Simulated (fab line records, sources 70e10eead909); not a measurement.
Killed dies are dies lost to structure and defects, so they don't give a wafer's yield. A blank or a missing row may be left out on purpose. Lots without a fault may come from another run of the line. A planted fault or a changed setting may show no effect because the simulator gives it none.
Which tool did it? | flow nand_harc | 12 lots, 36 wafers sampled, at 4 steps of a route of 1302

WHAT THE GAUGES READ, wafer by wafer
NHARC_P_GATE_CD_MEAS_33.
lot  | measured     | on        | cd_nm (nm)
L996 | day 5 18:19  | cd_sem-02 | 122.1 119.9 119.1
L997 | day 6 10:35  | cd_sem-03 | 123.8 120.1 123.5
L999 | day 6 22:26  | cd_sem-02 | 117.9 121.4 117.4
L100 | day 7 14:11  | cd_sem-01 | 120.9 123.3 119.3
L107 | day 10 11:23 | cd_sem-01 | 118.2 121.4 116.2
L110 | day 11 23:46 | cd_sem-02 | 121.0 116.7 117.5
L111 | day 12 03:29 | cd_sem-03 | 124.6 127.6 121.0
L113 | day 13 01:31 | cd_sem-02 | 114.9 119.0 117.6
L114 | day 13 12:00 | cd_sem-03 | 117.7 117.7 118.3
L115 | day 14 06:11 | cd_sem-02 | 118.6 115.7 124.8
L116 | day 14 09:02 | cd_sem-02 | 118.4 115.8 122.2
L117 | day 14 16:50 | cd_sem-01 | 118.8 119.9 119.0

NHARC_P_GATE_CD_MEAS_91: target cd 2000 nm.
lot  | measured     | on        | cd_nm (nm)
L996 | day 6 08:43  | cd_sem-02 | 1997.6 1999.8 1996.7
L997 | day 7 02:56  | cd_sem-01 | 2002.3 1998.6 2000.7
L999 | day 7 12:52  | cd_sem-01 | 1998.3 2000.3 1997.5
L100 | day 8 04:38  | cd_sem-01 | 1996.4 1999.3 1998.3
L107 | day 11 01:49 | cd_sem-02 | 1999.6 1998.8 2001.6
L110 | day 12 14:20 | cd_sem-03 | 1997.7 1998.7 1999.4
L111 | day 12 18:04 | cd_sem-02 | 1997.7 1999.4 1999.4
L113 | day 13 15:52 | cd_sem-02 | 1999.9 2000.8 1998.6
L114 | day 14 08:08 | cd_sem-03 | 2000.9 1996.4 1997.3
L115 | day 14 20:38 | cd_sem-01 | 1998.9 1998.4 1999.0
L116 | day 14 23:37 | cd_sem-01 | 1997.6 1998.1 1998.1
L117 | day 15 07:13 | cd_sem-02 | 1997.7 1997.4 1998.7

WHICH TOOL RAN EACH LOT (tool, then ch and the chambers of the sampled wafers, then the start)
lot  | NHARC_P_ZERO_WELL_ETCH_63        | NHARC_P_STI_ETCH_31
L996 | rie_si-01 ch 1,3, day 2 17:40    | rie_diel-10 ch 0,3, day 5 18:19 or earlier
L997 | rie_si-01 ch 1,2, day 3 03:41    | rie_diel-13 ch 0,3, day 6 10:35 or earlier
L999 | rie_si-01 ch 1,3, day 3 23:40    | rie_diel-10 ch 0,2,3, day 6 22:26 or earlier
L100 | rie_si-01 ch 0,2,3, day 4 09:49  | rie_diel-09 ch 0,1, day 7 14:11 or earlier
L107 | rie_si-01 ch 0,1,3, day 7 07:46  | rie_diel-09 ch 0,2, day 10 11:23 or earlier
L110 | rie_si-03 ch 1,3, day 8 13:49    | rie_diel-13 ch 0,1,2, day 11 23:46 or earlier
L111 | rie_si-03 ch 0,1, day 8 23:41    | rie_diel-13 ch 1,2, day 12 03:29 or earlier
L113 | rie_si-01 ch 1,2,3, day 9 19:37  | rie_diel-13 ch 0,1,3, day 13 01:31 or earlier
L114 | rie_si-01 ch 1,2,3, day 10 05:44 | rie_diel-09 ch 0,1, day 13 12:00 or earlier
L115 | rie_si-02 ch 0,3, day 10 15:42   | rie_diel-13 ch 2,3, day 14 06:11 or earlier
L116 | rie_si-03 ch 2,3, day 11 01:41   | rie_diel-09 ch 1,2,3, day 14 09:02 or earlier
L117 | rie_si-03 ch 1,2,3, day 11 11:40 | rie_diel-10 ch 0,1,3, day 14 16:50 or earlier
- NHARC_P_ZERO_WELL_ETCH_63: etches the open film in HBr/Cl2, target depth 120 nm, time 40.1 s.
- NHARC_P_STI_ETCH_31: etches the open film in CF4/CHF3, target depth 108.9 nm, time 54.5 s.

WHAT THE TOOLS THEMSELVES READ (means of the sampled wafers that have a number; where no wafer has one, the mark that the record gives instead)
NHARC_P_ZERO_WELL_ETCH_63.
lot  | tool      | drypump_motor_current_A (A) | mfc_cl2_sccm (sccm) | oes_product_au (a.u.) | throttle_valve_pct (%)
L996 | rie_si-01 | 5.6                         | 50.05               | 1.009                 | 26.400
L997 | rie_si-01 | 5.8                         | 49.91               | 0.997                 | 26.397
L999 | rie_si-01 | 5.6                         | 49.98               | 1.349                 | 26.409
L100 | rie_si-01 | 6.1                         | 49.90               | 1.319                 | 26.405
L107 | rie_si-01 | 6.0                         | 49.92               | 0.993                 | 26.403
L110 | rie_si-03 | 5.4                         | 50.07               | 0.990                 | 26.407
L111 | rie_si-03 | 5.6                         | 50.04               | 1.002                 | 26.411
L113 | rie_si-01 | 5.8                         | 50.12               | 0.994                 | 26.407
L114 | rie_si-01 | 5.8                         | 50.07               | 0.990                 | 26.403
L115 | rie_si-02 | 6.4                         | 50.05               | 0.994                 | 26.404
L116 | rie_si-03 | 5.4                         | 50.03               | 0.997                 | 26.403
L117 | rie_si-03 | 5.5                         | 50.00               | 0.990                 | 26.397

NHARC_P_STI_ETCH_31.
lot  | tool        | chf3_flow_sccm (sccm) | drypump_motor_current_A (A) | oes_product_au (a.u.) | rf_vpp_V (V) | showerhead_plenum_p_Torr (Torr) | throttle_valve_pct (%)
L996 | rie_diel-10 | 30.13                 | 5.7                         | 0.971                 | 368.9        | 1.50                            | 16.808
L997 | rie_diel-13 | 29.93                 | 6.2                         | 0.939                 | 373.5        | 1.64                            | 16.797
L999 | rie_diel-10 | 29.98                 | 5.7                         | 0.976                 | 369.3        | 1.54                            | 16.807
L100 | rie_diel-09 | 29.99                 | 5.3                         | 0.964                 | 370.2        | 1.56                            | 16.799
L107 | rie_diel-09 | 29.95                 | 5.7                         | 0.970                 | 370.6        | 1.55                            | 16.809
L110 | rie_diel-13 | 30.07                 | 6.1                         | 0.960                 | 370.7        | 1.59                            | 16.812
L111 | rie_diel-13 | 30.08                 | 6.0                         | 0.953                 | 369.0        | 1.53                            | 16.801
L113 | rie_diel-13 | 29.94                 | 5.9                         | 0.973                 | 372.3        | 1.63                            | 16.796
L114 | rie_diel-09 | 30.01                 | 5.4                         | 0.958                 | 369.7        | 1.56                            | 16.800
L115 | rie_diel-13 | 30.00                 | 5.9                         | 0.964                 | 369.0        | 1.52                            | 16.795
L116 | rie_diel-09 | 29.98                 | 5.4                         | 0.968                 | 370.4        | 1.57                            | 16.802
L117 | rie_diel-10 | 29.92                 | 5.5                         | 0.969                 | 370.1        | 1.56                            | 16.800

THE ANSWER, worked out from the rows above alone
Rule: what is usual is taken from the lots themselves. Put in order of their means at a reading, lots are off if they are a third of the lots or fewer, leave a main group of 4 or more, and stand apart from it by a gap of 3 or more times the standard deviation of the main group's means; of several such gaps the widest counts. A main group whose means are all the same, to the digits that the tables above print for the reading, isn't used. A lot without any number at a reading at which 4 lots or more have one is off too. The other lots that the step has rows for count as sound. The gauges are gone through in route order, then the tools' own readings, and for those a lot's mean is taken as printed above. The first step at which some lot is off is used, and at that step the reading that is off furthest; a lot without a number counts as furthest.
Off: L999, L100, at NHARC_P_ZERO_WELL_ETCH_63 (oes_product_au). The main group: mean 0.996 a.u., standard deviation 0.0057.
A tool fits if, at that step or a process step before it, it ran every lot that is off, and no sound lot after the first of them. None of those tried fits.

WHAT THE SIMULATOR HAD PUT IN
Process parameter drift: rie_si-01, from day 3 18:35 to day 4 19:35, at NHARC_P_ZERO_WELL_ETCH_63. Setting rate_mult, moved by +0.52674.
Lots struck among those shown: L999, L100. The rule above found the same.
